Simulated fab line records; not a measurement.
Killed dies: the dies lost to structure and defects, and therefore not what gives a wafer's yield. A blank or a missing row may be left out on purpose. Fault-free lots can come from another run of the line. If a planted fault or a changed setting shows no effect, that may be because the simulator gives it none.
fab line records | flow nandHarc | part 1 of 2: steps 1 to 15 of 22
record lots=5 | wafers=15 | lastDay=27
route steps=1302 shown A_CHANNEL_HOLE_D2@581
lots that met no fault: from a run of the same line without faults
startH: start of the lot's first displayed wafer, in hours after the record's first day | waitH: hours from the lot's prior step to this one | " unchanged from the row above | L1.1+2: several wafers, shown together as one row | - either no value or no given start | * or withheld: withheld | < > ~ a bound
route shown NAME@n: a module of which the file shows steps, and the number in the route of the first | usual: mean/standard deviation of fault-free wafers | same: alike in all rows | chamber/n: place in a boat | sites: the reading at each site | _std_site: standard deviation of those values | _edge_site: inner sites' mean taken away from outer sites' mean | radiusMm: how far each site lies from the wafer's centre | mask NAME#n: copy n | behind: the tool/chamber that last shaped the wafer | hold: why the lot went on hold/how many hours it stayed there/how the hold came to an end | device: the transistor (n, p or np) that didn't switch | end of line: tests run on the same wafers once the route is complete | a step without rows: its recipe alone | killed: the dies lost at the first sort to structure and to defects; this is not the yield of the wafer | map: a wafer's dies, marking killed ones x, the rest . and places with no die _
set.NAME: the setting that was run; set.NAME@STEP: the one run at that earlier step | model.NAME: the simulator's own value behind a step, which no gauge read
a table for each step, a row for each wafer; lots at some steps of the route
services: from which hour (startH, from the record's first day; less than 0 if before it) a tool's chamber was out of use, for how many hours, and why
## steps
# step NHARC_A_CHANNEL_HOLE_D2_DEVELOP_09
# recipe developTimeS=35 | devTempC=23
lot.wafer  | tool          | chamber | startH | waitH
L074.3+5+6 | lithoTrack-04 | 0       | -      | -
L079.2+3+5 | lithoTrack-04 | 0       | -      | -
L081.1+5+6 | lithoTrack-04 | 0       | -      | -
L082.1+2+6 | lithoTrack-06 | 0       | -      | -
L085.2+5+6 | lithoTrack-01 | 0       | -      | -
# step NHARC_A_CHANNEL_HOLE_D2_CD_MEAS_10
# recipe targetCdNm=100 | landingEnergyEv=500
# usual cdNm=100.1/0.4
lot.wafer | tool     | chamber | startH | waitH | cdNm
L074.3    | cdSem-03 | 0       | 279.96 | -     | 99.6
L074.5    | "        | 0       | "      | "     | 100.1
L074.6    | "        | 0       | "      | "     | 100.3
L079.2    | cdSem-03 | 0       | 340.72 | -     | 100.3
L079.3    | "        | 0       | "      | "     | 99.7
L079.5    | "        | 0       | "      | "     | 99.6
L081.1    | cdSem-01 | 0       | 364.46 | -     | 100.6
L081.5    | "        | 0       | "      | "     | 100.5
L081.6    | "        | 0       | "      | "     | 99.9
L082.1    | cdSem-03 | 0       | 368.47 | -     | 99.6
L082.2    | "        | 0       | "      | "     | 99.8
L082.6    | "        | 0       | "      | "     | 100.0
L085.2    | cdSem-02 | 0       | 393.45 | -     | 100.2
L085.5    | "        | 0       | "      | "     | 100.0
L085.6    | "        | 0       | "      | "     | 99.0
# step NHARC_A_CHANNEL_HOLE_D2_OVL_MEAS_11
# usual overlayXNm=-0.4/0.67 | overlayYNm=-0.2/0.9
lot.wafer | tool       | chamber | startH | waitH | overlayXNm | overlayYNm
L074.3    | overlay-01 | -       | 280.04 | -     | -0.2       | 0.0
L074.5    | "          | -       | "      | "     | 0.9        | 0.9
L074.6    | "          | -       | "      | "     | 0.5        | 0.3
L079.2    | overlay-01 | -       | 340.81 | -     | 0.0        | -1.0
L079.3    | "          | -       | "      | "     | 0.1        | -0.8
L079.5    | "          | -       | "      | "     | -0.5       | -0.9
L081.1    | overlay-02 | -       | 364.55 | -     | -1.5       | -1.0
L081.5    | "          | -       | "      | "     | -1.2       | -1.4
L081.6    | "          | -       | "      | "     | -1.2       | -1.3
L082.1    | overlay-01 | -       | 368.56 | -     | 0.1        | -1.2
L082.2    | "          | -       | "      | "     | 0.1        | -1.3
L082.6    | "          | -       | "      | "     | 0.0        | -1.0
L085.2    | overlay-02 | -       | 393.54 | -     | 0.1        | -0.6
L085.5    | "          | -       | "      | "     | -0.2       | -0.8
L085.6    | "          | -       | "      | "     | 0.0        | -0.5
# step NHARC_A_CHANNEL_HOLE_D2_INSPECT_12
# usual rawDefectCount=33/23
lot.wafer | tool             | chamber | startH | waitH | rawDefectCount
L074.3    | defectInspect-01 | -       | 280.08 | 0.0   | 5
L074.5    | "                | -       | "      | "     | 5
L074.6    | "                | -       | "      | "     | 6
L079.2    | defectInspect-02 | -       | 340.85 | 0.0   | 62
L079.3    | "                | -       | "      | "     | 62
L079.5    | "                | -       | "      | "     | 53
L081.1    | defectInspect-01 | -       | 364.58 | 0.0   | 58
L081.5    | "                | -       | "      | "     | 55
L081.6    | "                | -       | "      | "     | 66
L082.1    | defectInspect-02 | -       | 368.59 | 0.0   | 8
L082.2    | "                | -       | "      | "     | 6
L082.6    | "                | -       | "      | "     | 4
L085.2    | defectInspect-02 | -       | 393.58 | 0.0   | 49
L085.5    | "                | -       | "      | "     | 55
L085.6    | "                | -       | "      | "     | 58
# step NHARC_A_CHANNEL_HOLE_D2_DESCUM_15
# recipe timeS=3 | o2FlowSccm=200 | arFlowSccm=0 | biasPowerW=0 | chemistry=O2
# usual drypumpMotorCurrentA=5.6/0.48 | oesProductAu=1.003/0.0067 | rfVppV=57.9/0.87 | showerheadPlenumPTorr=1.92/0.077 | throttleValvePct=11.310/0.0085
lot.wafer | tool       | chamber | startH | waitH | drypumpMotorCurrentA | oesProductAu | rfHoursCounterH | rfVppV | showerheadPlenumPTorr | throttleValvePct
L074.3    | rieDiel-10 | 1       | 280.16 | 0.1   | 5.6                  | 1.002        | 3.1             | 58.4   | 1.85                  | 11.311
L074.5    | "          | 2       | "      | "     | 6.3                  | 0.998        | -               | 58.0   | 1.95                  | 11.309
L074.6    | "          | 1       | "      | "     | 5.6                  | 1.002        | -               | 57.1   | 1.85                  | 11.316
L079.3    | rieDiel-10 | 0       | 340.92 | 0.1   | 6.2                  | 1.005        | 8.7             | 58.5   | 2.03                  | 11.304
L079.2    | "          | 2       | "      | "     | 6.4                  | 0.997        | 8.1             | 58.8   | 1.95                  | 11.317
L079.5    | "          | 3       | "      | "     | 5.1                  | 1.002        | -               | 58.3   | 1.97                  | 11.316
L081.1    | rieDiel-11 | 0       | 364.66 | 0.1   | 5.1                  | 1.003        | 2.4             | 57.1   | 1.84                  | 11.310
L081.6    | "          | 2       | "      | "     | 6.0                  | 1.004        | -               | 56.6   | 1.93                  | 11.305
L081.5    | "          | 3       | "      | "     | 6.0                  | 1.009        | -               | 57.4   | 1.81                  | 11.313
L082.2    | rieDiel-02 | 2       | 368.66 | 0.1   | 5.7                  | 0.996        | 7.9             | 58.0   | 1.83                  | 11.294
L082.1    | "          | 3       | "      | "     | 5.9                  | 0.994        | 7.3             | 57.6   | 1.90                  | 11.313
L082.6    | "          | 2       | "      | "     | 5.7                  | 0.998        | -               | 58.8   | 1.82                  | 11.308
L085.2    | rieDiel-02 | 2       | 393.66 | 0.1   | 5.7                  | 0.992        | 9.4             | 58.1   | 1.82                  | 11.310
L085.5    | "          | 0       | "      | "     | 5.1                  | 0.998        | -               | 57.9   | 1.98                  | 11.298
L085.6    | "          | 1       | "      | "     | 4.9                  | 0.991        | -               | 59.2   | 2.05                  | 11.309
# step NHARC_A_CHANNEL_HOLE_D2_ETCH_38
# recipe targetDepthA=390 | overEtchFrac=0.3 | timeS=65 | ionEnergyEv=80 | cf4FlowSccm=150 | arFlowSccm=0 | rfW=300 | biasW=100 | chemistry=CF4
# usual biasW=100.0/0.3 | drypumpMotorCurrentA=5.6/0.46 | oesProductAu=1.003/0.0071 | rfVppV=151.3/1.1 | showerheadPlenumPTorr=1.77/0.069 | throttleValvePct=13.285/0.0087
lot.wafer | tool       | chamber | startH | waitH | biasW | drypumpMotorCurrentA | oesProductAu | rfHoursCounterH | rfVppV | showerheadPlenumPTorr | throttleValvePct
L074.3    | rieDiel-10 | 0       | 280.25 | 0.1   | 100.2 | 6.2                  | 1.003        | 2.2             | 152.2  | 1.87                  | 13.292
L074.5    | "          | 2       | "      | "     | 99.7  | 6.4                  | 1.007        | -               | 152.6  | 1.80                  | 13.294
L074.6    | "          | 0       | "      | "     | 99.7  | 6.2                  | 0.992        | -               | 151.1  | 1.87                  | 13.288
L079.3    | rieDiel-10 | 0       | 340.99 | 0.1   | 100.0 | 6.2                  | 1.003        | 8.7             | 151.2  | 1.87                  | 13.287
L079.2    | "          | 2       | "      | "     | 99.9  | 6.4                  | 1.004        | 8.1             | 152.7  | 1.80                  | 13.286
L079.5    | "          | 0       | "      | "     | 100.0 | 6.2                  | 1.009        | -               | 152.9  | 1.87                  | 13.296
L081.1    | rieDiel-11 | 3       | 364.73 | 0.1   | 99.7  | 6.1                  | 0.999        | 2.8             | 150.7  | 1.68                  | 13.279
L081.6    | "          | 3       | "      | "     | 100.2 | 6.1                  | 1.002        | -               | 149.9  | 1.68                  | 13.286
L081.5    | "          | 0       | "      | "     | 100.0 | 5.1                  | 1.007        | -               | 149.3  | 1.70                  | 13.268
L082.1    | rieDiel-02 | 1       | 368.75 | 0.1   | 100.4 | 4.9                  | 0.999        | 8.0             | 152.7  | 1.89                  | 13.276
L082.2    | "          | 3       | "      | "     | 100.1 | 5.9                  | 1.006        | 7.3             | 152.2  | 1.76                  | 13.293
L082.6    | "          | 0       | "      | "     | 100.1 | 5.1                  | 1.006        | -               | 151.9  | 1.83                  | 13.286
L085.2    | rieDiel-11 | 0       | 393.73 | 0.1   | 99.7  | 5.1                  | 1.009        | 4.6             | 148.6  | 1.70                  | 13.295
L085.5    | "          | 3       | "      | "     | 99.9  | 6.1                  | 1.020        | -               | 150.1  | 1.68                  | 13.295
L085.6    | "          | 0       | "      | "     | 99.8  | 5.1                  | 1.004        | -               | 150.7  | 1.70                  | 13.289
# step NHARC_A_CHANNEL_HOLE_D2_ETCH_39
# recipe targetDepthA=2600 | overEtchFrac=0.3 | timeS=325 | ionEnergyEv=200 | n2FlowSccm=150 | h2FlowSccm=150 | arFlowSccm=0 | rfW=400 | biasW=150 | chemistry=N2/H2
# usual biasW=150.0/0.54 | drypumpMotorCurrentA=5.6/0.47 | oesProductAu=1.003/0.0075 | rfVppV=430.6/2.5 | showerheadPlenumPTorr=2.04/0.088 | throttleValvePct=14.171/0.0095
lot.wafer | tool       | chamber | startH | waitH | biasW | drypumpMotorCurrentA | oesProductAu | rfHoursCounterH | rfVppV | showerheadPlenumPTorr | throttleValvePct
L074.3    | rieDiel-10 | 0       | -      | -     | 150.2 | 6.2                  | 1.004        | 2.2             | 433.4  | 2.17                  | 14.175
L074.5    | "          | 1       | "      | "     | 149.6 | 5.7                  | 0.993        | -               | 428.3  | 1.97                  | 14.174
L074.6    | "          | 2       | "      | "     | 150.8 | 6.4                  | 1.002        | -               | 432.5  | 2.08                  | 14.164
L079.2    | rieDiel-10 | 1       | -      | -     | 150.1 | 5.6                  | 1.011        | 9.3             | 429.1  | 1.97                  | 14.175
L079.3    | "          | 3       | "      | "     | 150.0 | 5.1                  | 1.003        | 7.0             | 432.3  | 2.10                  | 14.160
L079.5    | "          | 0       | "      | "     | 151.4 | 6.2                  | 1.004        | -               | 434.4  | 2.17                  | 14.163
L081.1    | rieDiel-11 | 2       | -      | -     | 149.4 | 6.0                  | 0.995        | 2.8             | 431.1  | 2.06                  | 14.173
L081.5    | "          | 3       | "      | "     | 150.6 | 6.0                  | 0.998        | -               | 427.2  | 1.92                  | 14.180
L081.6    | "          | 0       | "      | "     | 149.2 | 5.1                  | 1.000        | -               | 428.0  | 1.95                  | 14.192
L082.2    | rieDiel-02 | 1       | -      | -     | 149.3 | 4.9                  | 1.000        | 8.0             | 433.2  | 2.19                  | 14.156
L082.1    | "          | 2       | "      | "     | 150.2 | 5.7                  | 1.003        | 8.0             | 427.1  | 1.94                  | 14.181
L082.6    | "          | 1       | "      | "     | 149.7 | 4.9                  | 1.002        | -               | 434.3  | 2.19                  | 14.165
L085.2    | rieDiel-11 | 0       | -      | -     | 149.1 | 5.1                  | 1.006        | 4.7             | 429.0  | 1.95                  | 14.182
L085.5    | "          | 1       | "      | "     | 150.1 | 4.9                  | 1.004        | -               | 429.1  | 2.04                  | 14.158
L085.6    | "          | 2       | "      | "     | 150.5 | 5.9                  | 1.001        | -               | 431.1  | 2.06                  | 14.167
# step NHARC_A_CHANNEL_HOLE_D2_ETCH_34
# recipe targetDepthA=1540 | timeS=77 | cf4FlowSccm=100 | chf3FlowSccm=30 | arFlowSccm=0 | rfW=500 | biasW=200 | chemistry=CF4/CHF3
# usual biasW=200.0/0.6 | drypumpMotorCurrentA=5.6/0.47 | oesProductAu=0.961/0.021 | rfVppV=370.7/2.2 | showerheadPlenumPTorr=1.58/0.061 | throttleValvePct=16.802/0.01
lot.wafer | tool       | chamber | startH | waitH | biasW | drypumpMotorCurrentA | oesProductAu | rfHoursCounterH | rfVppV | showerheadPlenumPTorr | throttleValvePct
L074.3    | rieDiel-10 | 0       | -      | -     | 200.0 | 6.2                  | 0.962        | 2.4             | 373.6  | 1.67                  | 16.809
L074.6    | "          | 0       | "      | "     | 199.8 | 6.2                  | 0.965        | -               | 373.6  | 1.67                  | 16.811
L074.5    | "          | 1       | "      | "     | 200.3 | 5.6                  | 0.966        | -               | 370.4  | 1.53                  | 16.823
L079.2    | rieDiel-10 | 2       | -      | -     | 199.5 | 6.3                  | 0.979        | 8.3             | 372.1  | 1.60                  | 16.801
L079.3    | "          | 3       | "      | "     | 199.2 | 5.2                  | 0.965        | 7.0             | 371.4  | 1.61                  | 16.816
L079.5    | "          | 2       | "      | "     | 199.5 | 6.4                  | 0.978        | -               | 372.4  | 1.60                  | 16.807
L081.1    | rieDiel-11 | 3       | -      | -     | 199.5 | 6.1                  | 0.932        | 3.0             | 367.3  | 1.49                  | 16.793
L081.5    | "          | 3       | "      | "     | 199.2 | 6.1                  | 0.924        | -               | 367.9  | 1.49                  | 16.807
L081.6    | "          | 0       | "      | "     | 200.3 | 5.1                  | 0.933        | -               | 368.8  | 1.51                  | 16.808
L082.2    | rieDiel-02 | 3       | -      | -     | 199.5 | 5.9                  | 0.972        | 7.4             | 372.0  | 1.56                  | 16.797
L082.1    | "          | 1       | "      | "     | 200.4 | 4.9                  | 0.945        | 8.2             | 373.7  | 1.68                  | 16.800
L082.6    | "          | 2       | "      | "     | 200.6 | 5.7                  | 0.959        | -               | 368.4  | 1.51                  | 16.803
L085.2    | rieDiel-11 | 0       | -      | -     | 200.3 | 5.1                  | 0.989        | 4.7             | 368.8  | 1.51                  | 16.793
L085.5    | "          | 2       | "      | "     | 199.7 | 5.9                  | 1.001        | -               | 370.3  | 1.59                  | 16.785
L085.6    | "          | 3       | "      | "     | 200.5 | 6.1                  | 0.992        | -               | 366.8  | 1.49                  | 16.803
# step NHARC_A_CHANNEL_HOLE_D2_ETCH_16
# recipe targetDepthA=31000 | overEtchFrac=0.3 | timeS=806 | ionEnergyEv=150 | o2FlowSccm=400 | cosFlowSccm=20 | arFlowSccm=0 | rfW=500 | biasW=300 | chemistry=O2/COS
# usual biasW=300.0/0.88 | drypumpMotorCurrentA=5.6/0.48 | oesProductAu=1.002/0.0067 | rfVppV=314.4/2 | showerheadPlenumPTorr=3.14/0.12 | throttleValvePct=28.330/0.0093
lot.wafer | tool       | chamber | startH | waitH | biasW | drypumpMotorCurrentA | oesProductAu | rfHoursCounterH | rfVppV | showerheadPlenumPTorr | throttleValvePct
L074.3    | rieDiel-10 | 2       | -      | -     | 300.7 | 6.4                  | 1.008        | 3.9             | 314.3  | 3.17                  | 28.350
L074.6    | "          | 2       | "      | "     | 300.0 | 6.4                  | 1.000        | -               | 316.5  | 3.17                  | 28.331
L074.5    | "          | 0       | "      | "     | 300.5 | 6.2                  | 1.005        | -               | 316.1  | 3.31                  | 28.325
L079.2    | rieDiel-10 | 0       | -      | -     | 299.9 | 6.2                  | 1.003        | 9.0             | 315.9  | 3.30                  | 28.336
L079.3    | "          | 2       | "      | "     | 300.0 | 6.3                  | 0.995        | 8.4             | 315.4  | 3.17                  | 28.328
L079.5    | "          | 1       | "      | "     | 300.6 | 5.6                  | 1.000        | -               | 311.7  | 3.03                  | 28.344
L081.1    | rieDiel-11 | 1       | -      | -     | 301.2 | 4.9                  | 1.012        | 2.4             | 313.7  | 3.12                  | 28.328
L081.5    | "          | 1       | "      | "     | 301.5 | 4.9                  | 1.015        | -               | 313.7  | 3.12                  | 28.309
L081.6    | "          | 2       | "      | "     | 300.7 | 5.9                  | 1.009        | -               | 315.2  | 3.15                  | 28.321
L082.2    | rieDiel-02 | 3       | -      | -     | 298.7 | 5.9                  | 1.001        | 7.6             | 313.9  | 3.10                  | 28.332
L082.1    | "          | 0       | "      | "     | 299.0 | 5.2                  | 1.012        | 7.9             | 316.1  | 3.23                  | 28.332
L082.6    | "          | 2       | "      | "     | 299.7 | 5.7                  | 0.996        | -               | 311.7  | 2.99                  | 28.312
L085.2    | rieDiel-11 | 2       | -      | -     | 298.2 | 5.9                  | 0.996        | 5.6             | 315.4  | 3.15                  | 28.324
L085.5    | "          | 0       | "      | "     | 300.1 | 5.2                  | 1.006        | -               | 310.6  | 3.00                  | 28.317
L085.6    | "          | 1       | "      | "     | 300.2 | 5.0                  | 1.013        | -               | 313.1  | 3.12                  | 28.323
# step NHARC_A_CHANNEL_HOLE_D2_CD_MEAS_18
# usual cdNm=99.3/1.4
lot.wafer | tool     | chamber | startH | waitH | cdNm
L074.3    | cdSem-03 | -       | 281.48 | -     | 97.9
L074.5    | "        | -       | "      | "     | 98.4
L074.6    | "        | -       | "      | "     | 99.5
L079.2    | cdSem-02 | -       | 342.02 | -     | 97.0
L079.3    | "        | -       | "      | "     | 97.1
L079.5    | "        | -       | "      | "     | 98.1
L081.1    | cdSem-03 | -       | 365.76 | -     | 98.0
L081.5    | "        | -       | "      | "     | 98.8
L081.6    | "        | -       | "      | "     | 101.3
L082.1    | cdSem-01 | -       | 369.76 | -     | 99.2
L082.2    | "        | -       | "      | "     | 100.5
L082.6    | "        | -       | "      | "     | 100.5
L085.2    | cdSem-03 | -       | 394.75 | -     | 101.4
L085.5    | "        | -       | "      | "     | 98.2
L085.6    | "        | -       | "      | "     | 96.4
# step NHARC_A_CHANNEL_HOLE_D2_ETCH_19
# recipe biasV=1200 | sourceW=2500 | pressureMtorr=15 | timeS=34.5 | arFlowSccm=375 | c4f8FlowSccm=28.8 | o2FlowSccm=96.2 | tempC=-20 | targetDepthA=* | chemistry=C4F8/O2/Ar
# usual drypumpMotorCurrentA=6.0/0.43 | showerheadPlenumPTorr=3.78/0.11 | tempC=-19.98/0.095 | throttleValvePct=37.039/0.0094
lot.wafer | tool       | chamber | startH | waitH | drypumpMotorCurrentA | rfHoursCounterH | showerheadPlenumPTorr | tempC  | throttleValvePct
L074.3    | harEtch-02 | 1       | 281.60 | 0.1   | 6.4                  | -               | 3.78                  | -19.95 | 37.037
L074.5    | "          | 0       | "      | "     | 5.9                  | -               | 3.65                  | -20.26 | 37.030
L074.6    | "          | 1       | "      | "     | 6.4                  | -               | 3.78                  | -19.88 | 37.042
L079.2    | harEtch-02 | 0       | 343.76 | 1.7   | 5.9                  | 391             | 3.62                  | -19.94 | 37.025
L079.3    | "          | 1       | "      | "     | 6.4                  | -               | 3.76                  | -20.00 | 37.040
L079.5    | "          | 1       | "      | "     | 6.4                  | -               | 3.76                  | -19.84 | 37.061
L081.1    | harEtch-01 | 1       | 365.85 | 0.1   | 6.4                  | 187             | 3.87                  | -20.03 | 37.051
L081.6    | "          | 0       | "      | "     | 5.4                  | -               | 3.68                  | -19.96 | 37.034
L081.5    | "          | 1       | "      | "     | 6.4                  | -               | 3.88                  | -19.99 | 37.033
L082.1    | harEtch-02 | 1       | 369.83 | 0.1   | 6.4                  | 402             | 3.75                  | -19.98 | 37.054
L082.2    | "          | 0       | "      | "     | 5.9                  | 402             | 3.62                  | -20.09 | 37.028
L082.6    | "          | 0       | "      | "     | 5.8                  | -               | 3.62                  | -20.01 | 37.030
L085.2    | harEtch-01 | 1       | 401.85 | 7.1   | 6.4                  | 217             | 3.86                  | -19.92 | 37.037
L085.6    | "          | 0       | "      | "     | 5.4                  | -               | 3.66                  | -19.98 | 37.039
L085.5    | "          | 1       | "      | "     | 6.4                  | -               | 3.86                  | -19.92 | 37.033
# step NHARC_A_CHANNEL_HOLE_D2_ETCH_20
# recipe biasV=3000 | sourceW=withheld | pressureMtorr=20 | timeS=361.9 | arFlowSccm=375 | c4f8FlowSccm=89.3 | o2FlowSccm=35.7 | tempC=-20 | targetDepthA=16000 | chemistry=C4F8/O2/Ar
# usual drypumpMotorCurrentA=6.0/0.42 | showerheadPlenumPTorr=3.73/0.11 | tempC=-20.03/0.095 | throttleValvePct=32.155/0.0088
lot.wafer | tool       | chamber | startH | waitH | drypumpMotorCurrentA | rfHoursCounterH | showerheadPlenumPTorr | tempC  | throttleValvePct
L074.3    | harEtch-02 | 1       | 281.81 | 0.2   | 6.4                  | -               | 3.74                  | -19.96 | 32.149
L074.5    | "          | 0       | "      | "     | 5.9                  | -               | 3.61                  | -20.12 | 32.148
L074.6    | "          | 1       | "      | "     | 6.4                  | -               | 3.74                  | -19.95 | 32.159
L079.2    | harEtch-02 | 0       | 343.87 | 0.1   | 5.8                  | 391             | 3.59                  | -19.96 | 32.169
L079.3    | "          | 1       | "      | "     | 6.4                  | -               | 3.71                  | -19.93 | 32.166
L079.5    | "          | 1       | "      | "     | 6.4                  | -               | 3.71                  | -19.90 | 32.151
L081.1    | harEtch-01 | 1       | 366.00 | 0.1   | 6.4                  | 187             | 3.83                  | -20.16 | 32.163
L081.6    | "          | 0       | "      | "     | 5.4                  | -               | 3.64                  | -19.98 | 32.152
L081.5    | "          | 1       | "      | "     | 6.4                  | -               | 3.83                  | -20.21 | 32.134
L082.1    | harEtch-02 | 1       | 369.95 | 0.1   | 6.4                  | 402             | 3.71                  | -20.07 | 32.161
L082.2    | "          | 0       | "      | "     | 5.8                  | 402             | 3.58                  | -20.02 | 32.147
L082.6    | "          | 0       | "      | "     | 5.9                  | -               | 3.58                  | -20.10 | 32.143
L085.2    | harEtch-01 | 1       | 402.00 | 0.1   | 6.4                  | 217             | 3.81                  | -19.93 | 32.157
L085.6    | "          | 0       | "      | "     | 5.4                  | -               | 3.62                  | -19.89 | 32.159
L085.5    | "          | 1       | "      | "     | 6.4                  | -               | 3.81                  | -20.03 | 32.155
# step NHARC_A_CHANNEL_HOLE_D2_ETCH_21
# recipe biasV=3000 | sourceW=withheld | pressureMtorr=20 | timeS=514.3 | arFlowSccm=375 | c4f8FlowSccm=89.3 | o2FlowSccm=35.7 | tempC=-20 | targetDepthA=16000 | chemistry=C4F8/O2/Ar
# usual drypumpMotorCurrentA=6.0/0.43 | showerheadPlenumPTorr=3.73/0.11 | tempC=-20.01/0.11 | throttleValvePct=32.154/0.01
lot.wafer | tool       | chamber | startH | waitH | drypumpMotorCurrentA | rfHoursCounterH | showerheadPlenumPTorr | tempC  | throttleValvePct
L074.3    | harEtch-02 | 1       | 282.19 | 0.3   | 6.4                  | -               | 3.74                  | -19.99 | 32.143
L074.5    | "          | 0       | "      | "     | 5.8                  | -               | 3.61                  | -20.18 | 32.150
L074.6    | "          | 1       | "      | "     | 6.4                  | -               | 3.73                  | -20.12 | 32.169
L079.2    | harEtch-02 | 0       | 344.18 | 0.3   | 5.8                  | 391             | 3.59                  | -19.99 | 32.163
L079.3    | "          | 1       | "      | "     | 6.4                  | -               | 3.71                  | -19.92 | 32.156
L079.5    | "          | 1       | "      | "     | 6.4                  | -               | 3.71                  | -19.87 | 32.157
L081.1    | harEtch-01 | 1       | 366.34 | 0.3   | 6.4                  | 187             | 3.83                  | -20.07 | 32.152
L081.6    | "          | 0       | "      | "     | 5.4                  | -               | 3.64                  | -20.11 | 32.141
L081.5    | "          | 1       | "      | "     | 6.4                  | -               | 3.83                  | -20.03 | 32.147
L082.1    | harEtch-02 | 1       | 370.26 | 0.3   | 6.4                  | 403             | 3.71                  | -20.02 | 32.171
L082.2    | "          | 0       | "      | "     | 5.8                  | 403             | 3.58                  | -20.05 | 32.169
L082.6    | "          | 0       | "      | "     | 5.9                  | -               | 3.58                  | -19.97 | 32.166
L085.2    | harEtch-01 | 1       | 402.33 | 0.3   | 6.4                  | 218             | 3.81                  | -19.86 | 32.155
L085.6    | "          | 0       | "      | "     | 5.4                  | -               | 3.62                  | -19.98 | 32.160
L085.5    | "          | 1       | "      | "     | 6.4                  | -               | 3.81                  | -19.92 | 32.155
# step NHARC_A_CHANNEL_HOLE_D2_ETCH_22
# recipe biasV=3000 | sourceW=withheld | pressureMtorr=20 | timeS=666.7 | arFlowSccm=375 | c4f8FlowSccm=89.3 | o2FlowSccm=35.7 | tempC=-20 | targetDepthA=16000 | chemistry=C4F8/O2/Ar
# usual drypumpMotorCurrentA=6.0/0.43 | showerheadPlenumPTorr=3.73/0.11 | tempC=-19.99/0.11 | throttleValvePct=32.154/0.0087
lot.wafer | tool       | chamber | startH | waitH | drypumpMotorCurrentA | rfHoursCounterH | showerheadPlenumPTorr | tempC  | throttleValvePct
L074.3    | harEtch-02 | 1       | 282.69 | 0.4   | 6.4                  | -               | 3.74                  | -20.06 | 32.146
L074.5    | "          | 0       | "      | "     | 5.8                  | -               | 3.61                  | -19.91 | 32.161
L074.6    | "          | 1       | "      | "     | 6.4                  | -               | 3.73                  | -19.88 | 32.153
L079.2    | harEtch-02 | 0       | 344.62 | 0.4   | 5.8                  | 392             | 3.59                  | -19.98 | 32.173
L079.3    | "          | 1       | "      | "     | 6.4                  | -               | 3.71                  | -20.29 | 32.150
L079.5    | "          | 1       | "      | "     | 6.4                  | -               | 3.71                  | -20.19 | 32.164
L081.1    | harEtch-01 | 1       | 366.81 | 0.4   | 6.4                  | 188             | 3.83                  | -20.00 | 32.162
L081.6    | "          | 0       | "      | "     | 5.4                  | -               | 3.64                  | -20.10 | 32.150
L081.5    | "          | 1       | "      | "     | 6.4                  | -               | 3.83                  | -20.02 | 32.149
L082.1    | harEtch-02 | 1       | 370.71 | 0.4   | 6.4                  | 403             | 3.71                  | -19.98 | 32.146
L082.2    | "          | 0       | "      | "     | 5.9                  | 403             | 3.58                  | -19.86 | 32.145
L082.6    | "          | 0       | "      | "     | 5.9                  | -               | 3.58                  | -19.91 | 32.168
L085.2    | harEtch-01 | 1       | 402.79 | 0.4   | 6.4                  | 218             | 3.81                  | -20.03 | 32.153
L085.6    | "          | 0       | "      | "     | 5.4                  | -               | 3.62                  | -19.91 | 32.159
L085.5    | "          | 1       | "      | "     | 6.4                  | -               | 3.81                  | -20.10 | 32.148
# step NHARC_A_CHANNEL_HOLE_D2_ETCH_23
# recipe biasV=5000 | sourceW=withheld | pressureMtorr=20 | timeS=819 | arFlowSccm=375 | c4f8FlowSccm=89.3 | o2FlowSccm=35.7 | tempC=-20 | targetDepthA=16000 | chemistry=C4F8/O2/Ar
# usual drypumpMotorCurrentA=6.0/0.43 | showerheadPlenumPTorr=3.73/0.11 | tempC=-20.00/0.1 | throttleValvePct=32.155/0.0086
lot.wafer | tool       | chamber | startH | waitH | drypumpMotorCurrentA | rfHoursCounterH | showerheadPlenumPTorr | tempC  | throttleValvePct
L074.3    | harEtch-02 | 1       | 283.32 | 0.5   | 6.4                  | -               | 3.73                  | -19.96 | 32.161
L074.5    | "          | 0       | "      | "     | 5.9                  | -               | 3.61                  | -20.02 | 32.159
L074.6    | "          | 1       | "      | "     | 6.4                  | -               | 3.73                  | -19.95 | 32.147
L079.2    | harEtch-02 | 0       | 345.19 | 0.5   | 5.9                  | 392             | 3.59                  | -20.12 | 32.148
L079.3    | "          | 1       | "      | "     | 6.4                  | -               | 3.71                  | -20.05 | 32.163
L079.5    | "          | 1       | "      | "     | 6.4                  | -               | 3.71                  | -20.13 | 32.148
L081.1    | harEtch-01 | 1       | 367.39 | 0.5   | 6.4                  | 188             | 3.83                  | -19.93 | 32.153
L081.6    | "          | 0       | "      | "     | 5.4                  | -               | 3.64                  | -20.24 | 32.148
L081.5    | "          | 1       | "      | "     | 6.4                  | -               | 3.83                  | -19.94 | 32.140
L082.1    | harEtch-02 | 1       | 371.27 | 0.5   | 6.4                  | 404             | 3.71                  | -19.87 | 32.162
L082.2    | "          | 0       | "      | "     | 5.9                  | 404             | 3.58                  | -20.01 | 32.152
L082.6    | "          | 0       | "      | "     | 5.8                  | -               | 3.58                  | -19.97 | 32.148
L085.2    | harEtch-01 | 1       | 403.38 | 0.5   | 6.4                  | 219             | 3.81                  | -19.76 | 32.154
L085.6    | "          | 0       | "      | "     | 5.4                  | -               | 3.62                  | -19.93 | 32.169
L085.5    | "          | 1       | "      | "     | 6.4                  | -               | 3.81                  | -19.88 | 32.153
